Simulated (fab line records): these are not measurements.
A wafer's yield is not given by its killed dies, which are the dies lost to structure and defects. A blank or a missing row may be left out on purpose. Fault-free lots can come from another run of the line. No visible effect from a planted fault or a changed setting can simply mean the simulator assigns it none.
Chamber matching    flow n5-finfet    N5_BEOL_M2_STRIP_36 on rie-diel-01: 4 sister chambers
The step strips in N2/H2. 20 wafers are shown with their chamber, then 10 later ones without.

EACH WAFER AND ITS CHAMBER
wafer   chamber  showerhead-plenum-p-Torr (Torr)  drypump-motor-current-A (A)  throttle-valve-pct (%)
L074.2  3        2.55                             5.6                          23.77
L074.5  0        2.68                             5.8                          23.81
L074.6  1        2.57                             5.7                          23.59
L078.1  2        2.47                             6.2                          23.75
L078.3  0        2.68                             5.8                          23.80
L078.5  2        2.47                             6.2                          23.70
L081.1  2        2.47                             6.3                          23.71
L081.3  1        2.56                             5.8                          23.62
L081.6  2        2.47                             6.2                          23.74
L082.1  1        2.56                             5.7                          23.60
L082.3  3        2.54                             5.6                          23.78
L082.4  0        2.68                             5.7                          23.87
L085.2  2        2.46                             6.2                          23.73
L085.3  3        2.53                             5.6                          23.81
L085.6  0        2.67                             5.7                          23.84
L089.2  1        2.56                             5.8                          23.62
L089.4  3        2.53                             5.6                          23.81
L089.5  0        2.67                             5.7                          23.86
L090.1  0        2.67                             5.7                          23.83
L090.4  2        2.46                             6.3                          23.74

SIGNATURES, as means of the wafers listed above
reading                   chamber 0  chamber 1  chamber 2  chamber 3  scatter within a chamber
showerhead-plenum-p-Torr  2.6750     2.5625     2.4667     2.5375     0.00629
drypump-motor-current-A   5.733      5.750      6.233      5.600      0.0479
throttle-valve-pct        23.8350    23.6075    23.7283    23.7925    0.0218
Rule: for a wafer and a chamber, the distance is found by dividing, reading by reading, the gap between the wafer's reading and the chamber's mean by the reading's scatter, squaring, summing and taking the root. The wafer belongs to the nearest chamber; if the next one is less than 2 further off, it can't be placed. How the scatter is found: for the shown wafers, subtract from each reading the mean of its chamber, square and add these, divide the total by (wafers less chambers), then take the root.

WAFERS MISSING THEIR CHAMBER
wafer   showerhead-plenum-p-Torr (Torr)  drypump-motor-current-A (A)  throttle-valve-pct (%)
L090.5  2.46                             6.2                          23.76
L093.1  2.67                             5.7                          23.85
L093.3  2.53                             5.6                          23.80
L093.5  2.53                             5.5                          23.80
L096.1  2.52                             5.6                          23.84
L096.2  2.55                             5.8                          23.65
L096.3  2.45                             6.2                          23.78
L094.1  2.52                             5.6                          23.83
L094.4  2.52                             5.6                          23.84
L094.5  2.52                             5.6                          23.82

CHAMBER TAKEN BY EACH
wafer   from the rows above  in truth
L090.5  2                    2
L093.1  0                    0
L093.3  3                    3
L093.5  3                    3
L096.1  3                    3
L096.2  1                    1
L096.3  2                    2
L094.1  3                    3
L094.4  3                    3
L094.5  3                    3
Placed correctly: 10 of 10. Can't be placed from these rows: 0. Wrongly placed: 0.
